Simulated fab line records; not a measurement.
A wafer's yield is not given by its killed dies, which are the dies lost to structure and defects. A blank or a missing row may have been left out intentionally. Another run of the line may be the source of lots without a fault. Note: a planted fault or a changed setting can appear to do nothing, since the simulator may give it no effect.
8D (eight disciplines) problem report, filled in by code	flow n5 finfet	the parts of the form that need people (team, actions taken, sign-off) are left out

1. THE ISSUE
killed_at_M4_up at N5_PASSIVATION_PROBE_49 reads a mean of 74 on 2 wafers of 2 lots; wafers without a fault read 14 with a standard deviation of 5.5. That puts it +11 standard deviations away from the usual mean.
The first sign was on wafer L138.1 at day 16 19:23, on prober-02. Wafers with a number at this step in the record: 22, from 9 lots. Rule for "out" (also "out of limits"): further than 4 standard deviations from the usual mean. The rest of the wafers with a number are treated as sound.

2. WHAT IT IS, AND WHAT IT ISN'T
question	is	is not
which readings at this step	killed_at_M4_up	killed_at_M0_to_M3, killed at contacts, killed at front end, killed at other, sort_bin_4_leakage, sort_bin_8_speed
which lots	L138, L141	L127, L130, L131, L134, L139, L140, L148
which wafers of those lots	L138.1, L141.2	L138.2, L138.5, L141.5, L141.6
read on which tools	prober-02	prober-01
when	from day 16 19:23	up to then (13 sound wafers); but 7 sound wafers of L138, L141, L148 came after

3. SUSPECTS, AND WHAT RULES EACH OUT
Counting: a tool at a process step up to the reading stays a suspect if it ran every lot that is out. Sound lots after the first of them don't rule it out here, since some wafers of a struck lot are sound.
- pvd sputter-02 at N5_BEOL_M14_SPUTTER_45 (material Cu, target thk 100 nm, time 16.67 s): kept. It processed each lot that is out (first: L138, day 15 15:52); up to then, its last sound lot is L139 (day 15 13:02).
- prober-02 at N5_PASSIVATION_PROBE_49: kept. It processed each lot that is out (first: L138, day 16 19:23); up to then, its last sound lot is L130 (day 13 19:22). Its own killed_at_M4_up readings are out on those wafers.
What counting leaves: pvd sputter-02 at N5_BEOL_M14_SPUTTER_45 and prober-02 at N5_PASSIVATION_PROBE_49.

4. THE CAUSE (what the simulator had put in)
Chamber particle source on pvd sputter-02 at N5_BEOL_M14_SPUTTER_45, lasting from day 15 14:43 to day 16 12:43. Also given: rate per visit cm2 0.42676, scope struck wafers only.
Counting leaves 2 suspects; this tool is one of them.

5. THE EFFECT CHAIN, in route order
Each row: a reading whose mean over the struck wafers that have a number lies more than 3 standard deviations from the usual. Only readings for which the record gives a usual standard deviation are gone through. hours: the time from each lot's start at the first step in this table that gives one to its start at this step, as a median over the lots. sigmas: the change in usual standard deviations.
hours	step	reading	usual	on struck wafers	change	sigmas
0	N5_PASSIVATION_PROBE_49	defect limited yield	91.0 %	84.8	-6.2	-4.4
0	N5_PASSIVATION_PROBE_49	killed_at_M4_up	14	74	+60	+11
0	N5_PASSIVATION_PROBE_49	killed dies	106	179	+73	+4.6
0	N5_PASSIVATION_PROBE_49	killed on rim	13	30	+18	+4.4
0	N5_PASSIVATION_PROBE_49	sort_bin_5_function	5.3 %	9.8	+4.5	+5.1
Here are the process steps it includes:
- N5_PASSIVATION_PROBE_49

6. WHAT WOULD HAVE CAUGHT IT SOONER
In this record no reading fell out of limits until day 16 19:23, 29 hours after the fault had begun at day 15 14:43.
An alarm limit of 4 standard deviations would not have fired on the tool readings at N5_BEOL_M14_SPUTTER_45 for which the record gives a usual standard deviation, since none of them was out on any struck wafer.
The start of N5_BEOL_M14_SPUTTER_45 on pvd sputter-02 came by day 16 19:23 for every one of the lots that are out (2). A hold on the tool at that time would have spared none of them.
